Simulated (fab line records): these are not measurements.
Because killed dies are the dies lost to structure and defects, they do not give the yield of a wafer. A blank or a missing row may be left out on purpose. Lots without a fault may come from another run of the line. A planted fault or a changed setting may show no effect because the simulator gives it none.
Chamber matching / flow nand_harc / NHARC_A_BONDPAD_CMP_29 on cmp-03 has 4 sister chambers
The step polishes SiCN, target thk 200 nm. 20 wafers are shown with their chamber, then 10 later ones without.

## WAFERS, EACH WITH ITS CHAMBER
wafer=L076.2; chamber=0; motor_current_A (A)=13.7; retaining_ring_pressure_frac=0.987
wafer=L076.3; chamber=1; motor_current_A (A)=12.8; retaining_ring_pressure_frac=1.003
wafer=L076.4; chamber=2; motor_current_A (A)=10.2; retaining_ring_pressure_frac=0.991
wafer=L078.4; chamber=2; motor_current_A (A)=10.6; retaining_ring_pressure_frac=1.001
wafer=L078.5; chamber=0; motor_current_A (A)=13.4; retaining_ring_pressure_frac=0.993
wafer=L078.6; chamber=1; motor_current_A (A)=13.4; retaining_ring_pressure_frac=0.997
wafer=L082.1; chamber=0; motor_current_A (A)=13.6; retaining_ring_pressure_frac=0.995
wafer=L082.2; chamber=1; motor_current_A (A)=13.2; retaining_ring_pressure_frac=1.003
wafer=L082.4; chamber=3; motor_current_A (A)=10.2; retaining_ring_pressure_frac=1.004
wafer=L083.1; chamber=0; motor_current_A (A)=12.8; retaining_ring_pressure_frac=0.998
wafer=L083.5; chamber=2; motor_current_A (A)=10.9; retaining_ring_pressure_frac=0.999
wafer=L083.6; chamber=3; motor_current_A (A)=10.9; retaining_ring_pressure_frac=1.004
wafer=L085.2; chamber=0; motor_current_A (A)=13.3; retaining_ring_pressure_frac=0.993
wafer=L085.4; chamber=2; motor_current_A (A)=10.5; retaining_ring_pressure_frac=0.998
wafer=L085.5; chamber=3; motor_current_A (A)=10.6; retaining_ring_pressure_frac=0.999
wafer=L087.4; chamber=3; motor_current_A (A)=10.0; retaining_ring_pressure_frac=0.998
wafer=L087.5; chamber=0; motor_current_A (A)=14.0; retaining_ring_pressure_frac=0.994
wafer=L087.6; chamber=1; motor_current_A (A)=13.2; retaining_ring_pressure_frac=0.998
wafer=L089.3; chamber=0; motor_current_A (A)=13.2; retaining_ring_pressure_frac=1.000
wafer=L089.5; chamber=3; motor_current_A (A)=10.5; retaining_ring_pressure_frac=0.992

SIGNATURES (averages over the wafers above)
reading=motor_current_A; chamber 0=13.429; chamber 1=13.150; chamber 2=10.550; chamber 3=10.440; scatter within a chamber=0.338
reading=retaining_ring_pressure_frac; chamber 0=0.99429; chamber 1=1.00025; chamber 2=0.99725; chamber 3=0.99940; scatter within a chamber=0.00426
Rule: a wafer's distance from a chamber is the root of the sum, over the readings, of the square of ((its reading less the chamber's mean) divided by the reading's scatter). The wafer belongs to the nearest chamber; if the next one is less than 2 further off, it can't be placed. The scatter: the root of (the sum of the squares of (reading less its chamber's mean) over the shown wafers, divided by (wafers less chambers)).

## WAFERS MISSING THEIR CHAMBER
wafer=L089.6; motor_current_A (A)=11.1; retaining_ring_pressure_frac=1.000
wafer=L088.1; motor_current_A (A)=13.6; retaining_ring_pressure_frac=1.002
wafer=L088.3; motor_current_A (A)=11.4; retaining_ring_pressure_frac=1.003
wafer=L088.4; motor_current_A (A)=10.9; retaining_ring_pressure_frac=0.991
wafer=L090.1; motor_current_A (A)=10.6; retaining_ring_pressure_frac=0.989
wafer=L090.3; motor_current_A (A)=10.8; retaining_ring_pressure_frac=0.998
wafer=L090.5; motor_current_A (A)=10.7; retaining_ring_pressure_frac=0.996
wafer=L095.1; motor_current_A (A)=11.2; retaining_ring_pressure_frac=1.002
wafer=L095.2; motor_current_A (A)=12.8; retaining_ring_pressure_frac=1.000
wafer=L095.5; motor_current_A (A)=11.1; retaining_ring_pressure_frac=1.000

## THE CHAMBER EACH PASSED THROUGH
wafer=L089.6; from the rows above=can't be placed: 2 or 3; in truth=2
wafer=L088.1; from the rows above=can't be placed: 1 or 0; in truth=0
wafer=L088.3; from the rows above=can't be placed: 2 or 3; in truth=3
wafer=L088.4; from the rows above=can't be placed: 2 or 3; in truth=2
wafer=L090.1; from the rows above=can't be placed: 2 or 3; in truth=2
wafer=L090.3; from the rows above=can't be placed: 2 or 3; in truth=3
wafer=L090.5; from the rows above=can't be placed: 2 or 3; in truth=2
wafer=L095.1; from the rows above=can't be placed: 2 or 3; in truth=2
wafer=L095.2; from the rows above=can't be placed: 1 or 0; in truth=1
wafer=L095.5; from the rows above=can't be placed: 2 or 3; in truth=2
0 of 10 placed correctly. Cannot be placed on the basis of these rows: 10; the candidates contain the true chamber in 10. 0 placed wrongly.
